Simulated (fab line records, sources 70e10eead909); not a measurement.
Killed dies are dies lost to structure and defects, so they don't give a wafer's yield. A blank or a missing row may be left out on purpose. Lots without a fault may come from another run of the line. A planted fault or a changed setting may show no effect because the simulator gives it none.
Which tool did it? | flow nand_harc | 15 lots, 45 wafers sampled, at 3 steps of a route of 1302

WHAT THE GAUGES READ, wafer by wafer
NHARC_A_DECK1_JOINT_THK_MEAS_14: measures by ellipsometry. Usual: thk_nm 51.3 nm, standard deviation 1.3.
lot  | measured     | on            | thk_nm (nm)    | flag
L907 | day 11 17:08 | film_metro-02 | 52.1 49.8 51.0 |
L909 | day 12 01:32 | film_metro-02 | 50.6 50.1 52.4 |
L910 | day 12 15:03 | film_metro-01 | 52.5 51.9 52.1 |
L911 | day 13 05:33 | film_metro-01 | 51.0 51.0 53.5 |
L912 | day 13 18:10 | film_metro-01 | 50.4 50.8 50.0 |
L913 | day 13 18:10 | film_metro-02 | 48.5 48.9 51.1 |
L916 | day 15 08:06 | film_metro-02 | 52.2 51.0 52.3 |
L917 | day 15 08:06 | film_metro-01 | 53.3 53.0 51.3 |
L918 | day 15 20:29 | film_metro-02 | 53.2 50.5 51.4 |
L920 | day 16 19:40 | film_metro-01 | 51.7 53.6 52.3 |
L922 | day 17 08:36 | film_metro-01 | 51.3 50.4 50.7 |
L926 | day 19 11:13 | film_metro-02 | 50.9 50.1 50.2 |
L927 | day 19 18:35 | film_metro-02 | 52.6 54.2 49.6 |
L928 | day 20 01:07 | film_metro-01 | 50.7 48.6 51.2 |
L930 | day 21 01:30 | film_metro-02 | 51.9 51.0 49.8 |

WHICH TOOL RAN EACH LOT (tool, then ch and the chambers of the sampled wafers, then the start)
lot  | NHARC_A_CHANNEL_HOLE_D1_ETCH_33  | NHARC_A_CHANNEL_FILL_D1_ALD_03
L907 | har_etch-01 ch 0,1, day 9 01:30  | ald_sin_batch-03 ch 0, day 11 17:08 or earlier
L909 | har_etch-02 ch 0,1, day 9 07:01  | ald_sin_batch-01 ch 0, day 12 01:32 or earlier
L910 | har_etch-01 ch 0,1, day 10 00:26 | ald_sin_batch-03 ch 0, day 12 15:03 or earlier
L911 | har_etch-01 ch 0,1, day 10 14:25 | ald_sin_batch-02 ch 0, day 13 05:33 or earlier
L912 | har_etch-02 ch 0,1, day 11 05:44 | ald_sin_batch-03 ch 0, day 13 18:10 or earlier
L913 | har_etch-01 ch 0,1, day 11 06:40 | ald_sin_batch-03 ch 0, day 13 18:10 or earlier
L916 | har_etch-01 ch 0,1, day 12 17:41 | ald_sin_batch-01 ch 0, day 15 08:06 or earlier
L917 | har_etch-02 ch 1, day 12 22:26   | ald_sin_batch-01 ch 0, day 15 08:06 or earlier
L918 | har_etch-02 ch 1, day 13 06:52   | ald_sin_batch-03 ch 0, day 15 20:29 or earlier
L920 | har_etch-02 ch 0,1, day 14 02:39 | ald_sin_batch-01 ch 0, day 16 19:40 or earlier
L922 | har_etch-02 ch 0,1, day 14 19:58 | ald_sin_batch-03 ch 0, day 17 08:36 or earlier
L926 | har_etch-02 ch 0,1, day 16 18:23 | ald_sin_batch-01 ch 0, day 19 11:13 or earlier
L927 | har_etch-01 ch 0,1, day 17 06:16 | ald_sin_batch-01 ch 0, day 19 18:35 or earlier
L928 | har_etch-01 ch 0,1, day 17 10:28 | ald_sin_batch-02 ch 0, day 20 01:07 or earlier
L930 | har_etch-01 ch 0, day 18 10:13   | ald_sin_batch-03 ch 0, day 21 01:30 or earlier
- NHARC_A_CHANNEL_HOLE_D1_ETCH_33: etches the open film in C4F8/O2/Ar, time 90 s, target depth 400 nm.
- NHARC_A_CHANNEL_FILL_D1_ALD_03: deposits SiNx, target thk 6 nm, pulse time 60 s, ald cycles 58.

WHAT THE TOOLS THEMSELVES READ (means of the sampled wafers that have a number; where no wafer has one, the mark that the record gives instead)
NHARC_A_CHANNEL_HOLE_D1_ETCH_33. Usual: chamber_pressure_mTorr 24.999 mTorr, standard deviation 0.025; drypump_motor_current_A 5.85 A, standard deviation 0.27; mfc_ar_sccm 375.0 sccm, standard deviation 1.1; showerhead_plenum_p_Torr 3.62 Torr, standard deviation 0.16; throttle_valve_pct 27.619 %, standard deviation 0.0089.
lot  | tool        | chamber_pressure_mTorr (mTorr) | drypump_motor_current_A (A) | mfc_ar_sccm (sccm) | showerhead_plenum_p_Torr (Torr) | throttle_valve_pct (%) | flag
L907 | har_etch-01 | 25.041                         | 6.03                        | 374.3              | 3.64                            | 27.617                 |
L909 | har_etch-02 | 25.009                         | 5.67                        | 374.8              | 3.46                            | 27.618                 |
L910 | har_etch-01 | 24.997                         | 6.08                        | 373.8              | 3.69                            | 27.609                 |
L911 | har_etch-01 | 25.007                         | 6.02                        | 374.6              | 3.63                            | 27.623                 |
L912 | har_etch-02 | 25.015                         | 5.56                        | 375.4              | 3.47                            | 27.618                 |
L913 | har_etch-01 | 24.990                         | 6.04                        | 375.1              | 3.62                            | 27.628                 |
L916 | har_etch-01 | 24.998                         | 6.09                        | 375.0              | 3.67                            | 27.620                 |
L917 | har_etch-02 | 24.987                         | 5.45                        | 373.6              | 3.48                            | 27.613                 |
L918 | har_etch-02 | 24.979                         | 5.46                        | 377.5              | 3.48                            | 27.617                 |
L920 | har_etch-02 | 24.992                         | 5.56                        | 374.8              | 3.64                            | 27.621                 |
L922 | har_etch-02 | 24.992                         | 5.65                        | 374.4              | 3.80                            | 27.623                 |
L926 | har_etch-02 | 25.016                         | 5.55                        | 374.2              | 3.62                            | 27.617                 |
L927 | har_etch-01 | 24.991                         | 6.09                        | 376.5              | 3.64                            | 27.617                 |
L928 | har_etch-01 | 24.995                         | 6.07                        | 374.9              | 3.64                            | 27.620                 |
L930 | har_etch-01 | 25.002                         | 6.01                        | 375.0              | 3.50                            | 27.625                 |

NHARC_A_CHANNEL_FILL_D1_ALD_03. Usual: precursor_pulse_height_rel 1.000, standard deviation 0.022.
lot  | tool             | precursor_pulse_height_rel | flag
L907 | ald_sin_batch-03 | 0.993                      |
L909 | ald_sin_batch-01 | 1.001                      |
L910 | ald_sin_batch-03 | 0.983                      |
L911 | ald_sin_batch-02 | 1.004                      |
L912 | ald_sin_batch-03 | 1.011                      |
L913 | ald_sin_batch-03 | 0.996                      |
L916 | ald_sin_batch-01 | 0.997                      |
L917 | ald_sin_batch-01 | 0.986                      |
L918 | ald_sin_batch-03 | 1.025                      |
L920 | ald_sin_batch-01 | 1.010                      |
L922 | ald_sin_batch-03 | 0.982                      |
L926 | ald_sin_batch-01 | 1.008                      |
L927 | ald_sin_batch-01 | 0.991                      |
L928 | ald_sin_batch-02 | 0.999                      |
L930 | ald_sin_batch-03 | 0.996                      |

THE ANSWER, worked out from the rows above alone
Rule: a lot is off if the mean of its wafers that have a number lies more than 3 standard deviations from the usual mean. A lot without any number at a reading at which 4 lots or more have one is off too. The other lots that the step has rows for count as sound. The gauges are gone through in route order, then the tools' own readings, and for those a lot's mean is taken as printed above. The first step at which some lot is off is used, and at that step the reading that is off furthest; a lot without a number counts as furthest.
No lot is off at any reading shown: from this, nothing can be told.

WHAT THE SIMULATOR HAD PUT IN
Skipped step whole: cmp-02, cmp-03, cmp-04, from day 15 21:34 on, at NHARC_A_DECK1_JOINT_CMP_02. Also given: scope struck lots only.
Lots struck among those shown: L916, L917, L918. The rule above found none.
